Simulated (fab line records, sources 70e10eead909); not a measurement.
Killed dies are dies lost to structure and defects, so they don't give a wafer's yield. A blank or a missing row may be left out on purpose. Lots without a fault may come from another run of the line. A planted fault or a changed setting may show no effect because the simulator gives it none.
fab line records | flow nand_harc
record lots=12 wafers=36 last_day=33
route steps=1302 shown P_BONDPAD@367 A_ZERO_WELL@406 A_SOURCE_PLATE@423 END@1302
lots that met no fault: from a run of the same line without faults
start_h: hours from the record's first day to the start of the lot's first wafer shown | wait_h: hours since the lot's step before | " the same as in the row above | L1.1+2: a row that stands for several wafers | - no value, or no start given | * or withheld: withheld | < > ~ a bound
route shown NAME@n: a module of which the file shows steps, and the number in the route of the first | usual: mean/standard deviation of fault-free wafers | same: alike in all rows | chamber/n: place in a boat | sites: the reading at each site | _std_site: their standard deviation | _edge_site: outer sites' mean less inner sites' | radius_mm: how far each site lies from the wafer's centre | mask NAME#n: copy n | behind: the tool/chamber that last shaped the wafer | hold: why the lot was held/for how many hours/how that ended | device: the transistor (n, p or np) that didn't switch | end of line: the same wafers' tests at the end of the route | a step without rows: its recipe alone | killed: dies lost to structure and defects at the first sort, not the wafer's yield | map: a wafer's dies, x killed, . not, _ none there
set.NAME: the setting as run; set.NAME@STEP: as run at that earlier step | model.NAME: the simulator's own value behind a step, which no gauge read
steps of the route over a sample of lots; a table a step, a row a wafer
services: from which hour (start_h, from the record's first day; less than 0 if before it) a tool's chamber was out of use, for how many hours, and why
## steps
# step NHARC_P_BONDPAD_DESCUM_11
# recipe time_s=3 o2_flow_sccm=200 ar_flow_sccm=0 bias_power_w=0 chemistry=O2
# usual drypump_motor_current_A=5.7/0.36 oes_product_au=0.999/0.011 rf_vpp_V=57.8/0.82 showerhead_plenum_p_Torr=1.93/0.064 throttle_valve_pct=11.310/0.0093
# columns lot.wafer tool chamber start_h wait_h drypump_motor_current_A oes_product_au rf_hours_counter_h rf_vpp_V showerhead_plenum_p_Torr throttle_valve_pct
L797.3 rie_diel-04 0 135.02 - 6.0 0.995 7.2 59.2 1.97 11.308
L797.1 " 1 " " 5.5 1.003 7.3 58.2 1.97 11.322
L797.5 " 2 " " 6.3 0.997 - 58.2 1.91 11.307
L798.1 rie_diel-02 2 140.71 - 5.4 1.003 6.9 56.7 1.93 11.308
L798.5 " 3 " " 6.0 0.992 - 58.7 1.96 11.319
L798.4 " 0 " " 5.8 1.012 - 58.4 1.90 11.315
L799.4 rie_diel-04 3 154.64 - 5.3 0.988 8.4 58.0 2.03 11.320
L799.2 " 1 " " 5.5 1.008 9.1 56.9 1.97 11.315
L799.6 " 0 " " 6.1 0.987 - 57.6 1.97 11.308
L800.4 rie_diel-04 3 162.85 - 5.3 0.991 9.1 58.3 2.03 11.309
L800.6 " 0 " " 6.1 0.983 - 59.0 1.97 11.297
L800.5 " 1 " " 5.5 1.000 - 57.6 1.97 11.311
L801.3 rie_diel-12 0 174.18 - 5.8 1.010 2.0 56.8 1.87 11.308
L801.1 " 2 " " 5.3 1.013 2.2 56.3 1.82 11.313
L801.6 " 1 " " 5.3 0.984 - 57.8 1.91 11.318
L802.3 rie_diel-12 1 181.44 - 5.3 0.987 2.3 57.2 1.91 11.316
L802.6 " 0 " " 5.8 1.008 - 56.6 1.87 11.324
L802.5 " 1 " " 5.3 0.983 - 58.1 1.91 11.307
L807.3 rie_diel-02 0 246.40 - 5.8 1.008 1.2 58.2 1.90 11.303
L807.4 " 1 " " 5.0 1.003 1.2 57.1 1.84 11.313
L807.5 " 2 " " 5.4 0.998 - 59.2 1.93 11.291
L816.4 rie_diel-04 1 322.52 - 5.5 1.010 5.5 58.1 1.97 11.314
L816.3 " 2 " " 6.3 0.998 5.0 57.9 1.91 11.297
L816.6 " 2 " " 6.3 1.006 - 57.8 1.91 11.304
L817.2 rie_diel-02 1 335.99 - 5.0 1.016 5.1 57.6 1.84 11.300
L817.6 " 1 " " 5.0 1.010 - 57.0 1.84 11.306
L817.5 " 2 " " 5.4 1.005 - 58.4 1.93 11.305
L818.4 rie_diel-04 0 347.79 - 6.1 0.993 7.8 57.8 1.97 11.309
L818.2 " 3 " " 5.3 0.989 7.2 59.5 2.03 11.310
L818.5 " 0 " " 6.0 0.983 - 58.3 1.97 11.302
L819.1 rie_diel-12 2 353.30 - 5.3 1.014 2.7 58.0 1.82 11.319
L819.3 " 3 " " 5.8 1.013 2.7 58.8 2.00 11.296
L819.4 " 0 " " 5.8 1.002 2.1 56.8 1.87 11.309
L820.4 rie_diel-12 0 361.05 - 5.9 1.003 2.4 57.8 1.87 11.309
L820.2 " 1 " " 5.3 1.003 2.1 56.5 1.90 11.313
L820.6 " 3 " " 5.8 1.002 - 56.7 2.00 11.291
# step NHARC_P_BONDPAD_PRE_CLEAN_26
# recipe time_s=30 temp_c=280 gas=H2/He
# usual heater_power_w=421/31
# columns lot.wafer tool chamber start_h wait_h heater_power_w
L797.1 pvd_sputter-02 - - - 376
L797.3 " - " " 461
L797.5 " - " " 444
L798.4 pvd_sputter-03 - - - 433
L798.1 " - " " 394
L798.5 " - " " 414
L799.4 pvd_sputter-03 - - - 416
L799.2 " - " " 423
L799.6 " - " " 424
L800.4 pvd_sputter-03 - - - 422
L800.5 " - " " 430
L800.6 " - " " 417
L801.3 pvd_sputter-02 - - - 442
L801.1 " - " " 480
L801.6 " - " " 457
L802.3 pvd_sputter-01 - - - 406
L802.5 " - " " 451
L802.6 " - " " 384
L807.3 pvd_sputter-02 - - - 372
L807.4 " - " " 457
L807.5 " - " " 385
L816.4 pvd_sputter-01 - - - 418
L816.3 " - " " 451
L816.6 " - " " 423
L817.2 pvd_sputter-02 - - - 402
L817.6 " - " " 460
L817.5 " - " " 404
L818.2 pvd_sputter-02 - - - 456
L818.4 " - " " 392
L818.5 " - " " 468
L819.4 pvd_sputter-01 - - - 419
L819.1 " - " " 427
L819.3 " - " " 455
L820.4 pvd_sputter-03 - - - 424
L820.2 " - " " 418
L820.6 " - " " 457
# step NHARC_P_BONDPAD_CMP_19
# recipe t_overpolish_s=30 cu_recess_touch_s=16 target_thk_nm=160.81
# usual motor_current_A=12.7/1.9 overpolish_run_s=30.000/0.0091
# columns lot.wafer tool chamber start_h wait_h motor_current_A overpolish_run_s
L797.1 cmp-03 1 137.06 - 12.3 29.999
L797.3 " 3 " " 11.6 30.002
L797.5 " 2 " " 11.4 30.004
L798.4 cmp-02 2 142.83 - 16.9 29.994
L798.1 " 3 " " 9.9 29.992
L798.5 " 2 " " 15.4 29.992
L799.4 cmp-02 3 156.73 - 9.9 30.012
L799.2 " 0 " " 16.5 30.003
L799.6 " 1 " " 14.6 29.997
L800.4 cmp-02 3 164.88 - 9.6 30.018
L800.6 " 2 " " 17.2 30.002
L800.5 " 3 " " 10.2 30.008
L801.3 cmp-02 2 176.27 - 16.4 30.011
L801.1 " 3 " " 9.8 29.990
L801.6 " 0 " " 14.8 30.006
L802.3 cmp-03 1 183.48 - 12.4 29.994
L802.5 " 0 " " 12.0 30.010
L802.6 " 1 " " 12.5 30.010
L807.4 cmp-02 3 248.42 - 9.7 30.005
L807.3 " 0 " " 15.2 30.001
L807.5 " 2 " " 15.5 29.991
L816.3 cmp-03 2 324.63 - 11.2 30.007
L816.4 " 0 " " 11.8 29.978
L816.6 " 2 " " 11.4 29.992
L817.2 cmp-04 0 338.50 - 13.0 30.007
L817.5 " 2 " " 11.1 30.008
L817.6 " 3 " " 11.7 29.989
L818.4 cmp-03 1 349.83 - 12.5 30.015
L818.2 " 3 " " 12.0 29.983
L818.5 " 0 " " 11.7 29.991
L819.4 cmp-04 2 355.31 - 10.9 29.993
L819.1 " 3 " " 12.3 29.986
L819.3 " 1 " " 13.7 30.003
L820.2 cmp-04 2 363.21 - 11.2 29.980
L820.4 " 1 " " 13.1 30.013
L820.6 " 2 " " 11.8 30.007
# step NHARC_A_ZERO_WELL_STRIP_14
# recipe time_s=900 temp_c=130 chemistry=SPM
# columns lot.wafer tool chamber start_h wait_h
L797.5+3+1 wet_bench-03 7,0,1 139.33 -
L798.1+5+4 wet_bench-06 0,4,5 145.21 -
L799.4+2+6 wet_bench-05 5,7,1 158.90 -
L800.5+6+4 wet_bench-05 3,4,7 167.20 -
L801.6+1+3 wet_bench-03 5,6,1 178.46 -
L802.5+6+3 wet_bench-05 4,6,7 185.82 -
L807.4+3+5 wet_bench-06 3,4,6 250.76 -
L816.3+6+4 wet_bench-05 1,3,4 326.94 -
L817.2+6+5 wet_bench-05 3,5,6 340.84 -
L818.5+2+4 wet_bench-06 6,0,3 352.23 -
L819.1+3+4 wet_bench-06 4,5,0 357.73 -
L820.2+6+4 wet_bench-03 0,1,3 365.68 -
# step NHARC_A_ZERO_WELL_INSPECT_17
# usual raw_defect_count=11/7.1
# columns lot.wafer tool chamber start_h wait_h raw_defect_count
L797.1 defect_inspect-01 - 140.25 0.2 7
L797.3 " - " " 8
L797.5 " - " " 8
L798.1 defect_inspect-02 - 146.16 0.2 4
L798.4 " - " " 3
L798.5 " - " " 6
L799.2 defect_inspect-02 - 159.86 0.1 9
L799.4 " - " " 11
L799.6 " - " " 9
L800.4 defect_inspect-02 - 168.15 0.1 11
L800.5 " - " " 6
L800.6 " - " " 7
L801.1 defect_inspect-01 - 179.40 0.2 4
L801.3 " - " " 11
L801.6 " - " " 15
L802.3 defect_inspect-01 - 187.03 0.1 4
L802.5 " - " " 6
L802.6 " - " " 5
L807.3 defect_inspect-01 - 251.71 0.1 5
L807.4 " - " " 346
L807.5 " - " " 4
L816.3 defect_inspect-02 - 327.94 0.1 15
L816.4 " - " " 4
L816.6 " - " " 7
L817.2 defect_inspect-02 - 341.83 0.1 6
L817.5 " - " " 7
L817.6 " - " " 5
L818.2 defect_inspect-02 - 353.26 0.1 9
L818.4 " - " " 5
L818.5 " - " " 4
L819.1 defect_inspect-02 - 358.73 0.2 9
L819.3 " - " " 7
L819.4 " - " " 11
L820.2 defect_inspect-02 - 366.78 0.1 3
L820.4 " - " " 2
L820.6 " - " " 1
# step NHARC_A_SOURCE_PLATE_INSPECT_08
# usual raw_defect_count=56/19
# columns lot.wafer tool chamber start_h wait_h raw_defect_count
L797.1 defect_inspect-01 - 159.03 0.0 33
L797.3 " - " " 27
L797.5 " - " " 44
L798.1 defect_inspect-01 - 169.87 0.0 44
L798.4 " - " " 46
L798.5 " - " " 38
L799.2 defect_inspect-01 - 179.84 0.0 64
L799.4 " - " " 64
L799.6 " - " " 53
L800.4 defect_inspect-02 - 190.35 0.0 65
L800.5 " - " " 48
L800.6 " - " " 47
L801.1 defect_inspect-01 - 199.26 0.0 47
L801.3 " - " " 54
L801.6 " - " " 31
L802.3 defect_inspect-02 - 206.84 0.0 27
L802.5 " - " " 45
L802.6 " - " " 38
L807.3 defect_inspect-01 - 270.83 0.0 63
L807.4 " - " " 426
L807.5 " - " " 70
L816.3 defect_inspect-02 - 349.46 0.0 61
L816.4 " - " " 31
L816.6 " - " " 74
L817.2 defect_inspect-01 - 362.14 0.0 40
L817.5 " - " " 36
L817.6 " - " " 51
L818.2 defect_inspect-02 - 374.16 0.0 60
L818.4 " - " " 27
L818.5 " - " " 29
L819.1 defect_inspect-02 - 379.51 0.0 84
L819.3 " - " " 118
L819.4 " - " " 54
L820.2 defect_inspect-02 - 389.36 0.0 50
L820.4 " - " " 39
L820.6 " - " " 76
# step NHARC_END_SORT_01
# recipe temp_c=25
# usual killed_at_array=63/17 killed_at_other=0.8/1.1 killed_at_periphery=3.5/3 killed_dies=67/17 killed_open=3.1/1.6 killed_short=2.6/1.4
# same gross_dies=677
# columns lot.wafer tool chamber start_h wait_h killed_at_array killed_at_other killed_at_periphery killed_dies killed_open killed_short
L807.3 prober-01 0 673.05 3.1 40 0 0 40 3 2
L807.4 prober-01 0 673.84 3.4 78 1 1 80 3 2
L807.5 prober-01 0 674.64 3.7 46 2 2 50 2 1
# killed by level:class
L807.3 A_CHANNEL_HOLE_D2:chamber_film_flake=17 A_CHANNEL_HOLE_D1:chamber_film_flake=6 A_STAIRCASE:chamber_film_flake=5 A_SLIT:chamber_film_flake=3 A_CONTACT:chamber_film_flake=2 A_CHANNEL_FILL_D1:geometric_particle:short=1 A_ONON_D2:geometric_particle:open=1 A_ONON_D2:geometric_particle:short=1
L807.4 A_ZERO_WELL:unspecified=48 A_CHANNEL_HOLE_D2:chamber_film_flake=17 A_CHANNEL_HOLE_D1:chamber_film_flake=2 A_STAIRCASE:chamber_film_flake=2 A_SLIT:chamber_film_flake=2 P_CONTACT:geometric_particle:open=1 A_SOURCE_PLATE:geometric_particle:open=1 A_CHANNEL_FILL_D1:geometric_particle:short=1
L807.5 A_CHANNEL_HOLE_D2:chamber_film_flake=22 A_CHANNEL_FILL_D2:chamber_film_flake=5 A_CHANNEL_HOLE_D1:chamber_film_flake=4 A_SLIT:chamber_film_flake=4 A_CONTACT:chamber_film_flake=3 A_ZERO_WELL:chamber_film_flake=2 A_CHANNEL_FILL_D1:chamber_film_flake=2 THIN_TSV:chamber_film_flake=2
## services
# columns tool chamber start_h hours kind
wet_bench-05 - 129.46 1.0 repair
rie_diel-12 0 131.90 5.8 repair
cmp-02 - 135.09 4.0 pm
cmp-03 - 155.76 0.4 repair
cmp-03 - 162.01 4.0 pm
rie_diel-12 - 164.53 0.6 repair
rie_diel-12 1 166.11 5.9 repair
pvd_sputter-03 - 170.02 10.0 pm
rie_diel-04 - 177.90 9.0 pm
rie_diel-12 - 192.85 0.4 repair
pvd_sputter-02 - 194.21 0.7 repair
rie_diel-04 - 217.25 0.9 repair
cmp-02 - 227.86 2.0 repair
wet_bench-05 - 229.25 87.2 repair
cmp-02 - 230.98 0.3 repair
cmp-02 - 233.09 4.0 pm
pvd_sputter-02 - 234.80 0.6 repair
rie_diel-04 - 270.35 0.4 repair
pvd_sputter-02 - 282.06 10.0 pm
wet_bench-05 - 316.50 8.0 pm
cmp-02 - 319.28 10.9 repair
cmp-02 - 331.09 4.0 pm
cmp-02 - 336.78 2.0 repair
rie_diel-04 - 354.90 9.0 pm
## key
first_sign step=NHARC_A_ZERO_WELL_INSPECT_17 reading=raw_defect_count direction=up sigmas=47 usual=11 struck=346
effect step=NHARC_A_SOURCE_PLATE_INSPECT_08 reading=raw_defect_count direction=up sigmas=19 usual=56 struck=426
more_kills_born_at NHARC_A_ZERO_WELL_STRIP_14@wet_bench-06=48
met_at NHARC_A_ZERO_WELL_STRIP_14
struck_lots L807
struck_wafers L807.4
tester_left_out L807
not_acting_at NHARC_P_BONDPAD_DESCUM_11,NHARC_P_BONDPAD_PRE_CLEAN_26,NHARC_P_BONDPAD_CMP_19
fault kind=chamber_particle_source tool=wet_bench-06 chamber=3 onset_h=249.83 steps=NHARC_A_ZERO_WELL_STRIP_14 rate_per_visit_cm2=0.52003 end_h=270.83
# tester_left_out: of these lots the tester's yield and bins aren't shown, on N5 and GAA mostly nor the transistor test; their killed dies are dies lost to structure and defects alone, not to doping, threshold or leakage, so they don't give the yield
